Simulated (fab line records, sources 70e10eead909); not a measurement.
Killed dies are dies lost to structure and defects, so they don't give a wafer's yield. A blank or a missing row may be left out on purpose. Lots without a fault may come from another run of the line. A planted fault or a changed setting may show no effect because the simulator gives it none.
Chamber matching | flow nand_harc | NHARC_A_CHANNEL_HOLE_D1_DEP_01 on pecvd-01: 3 sister chambers
The step deposits SiON, target thk 140 nm. 6 wafers are shown with their chamber, then 9 later ones without.

WAFERS WITH THEIR CHAMBER
wafer  | chamber | heater_power_w (W)
L084.5 | 0       | 792
L085.2 | 0       | 658
L085.4 | 1       | 842
L090.1 | 2       | 491
L090.3 | 1       | 828
L090.4 | 2       | 492

WAFERS WITHOUT THEIR CHAMBER
wafer  | heater_power_w (W)
L095.1 | 787
L095.4 | 800
L095.5 | 785
L096.2 | 479
L096.3 | 812
L096.4 | 824
L097.1 | 556
L097.3 | 676
L097.6 | 556

WHICH CHAMBER EACH WENT THROUGH
wafer  | from the rows above     | in truth
L095.1 | can't be placed: 1 or 0 | 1
L095.4 | can't be placed: 1 or 0 | 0
L095.5 | can't be placed: 1 or 0 | 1
L096.2 | 2                       | 2
L096.3 | can't be placed: 1 or 0 | 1
L096.4 | can't be placed: 1 or 0 | 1
L097.1 | can't be placed: 2 or 0 | 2
L097.3 | can't be placed: 0 or 1 | 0
L097.6 | can't be placed: 2 or 0 | 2
Placed correctly: 1 of 9. Can't be placed from these rows: 8 (the true chamber is among the candidates in 8). Placed wrongly: 0.
How it was worked out, from the rows above alone: a wafer's distance from a chamber is the root of the sum, over the readings, of the square of ((its reading less the chamber's mean) divided by the reading's scatter). The wafer belongs to the nearest chamber; if the next one is less than 2 further off, it can't be placed. A chamber's mean is the mean of its shown wafers. The scatter: the root of (the sum of the squares of (reading less its chamber's mean) over the shown wafers, divided by (wafers less chambers)).
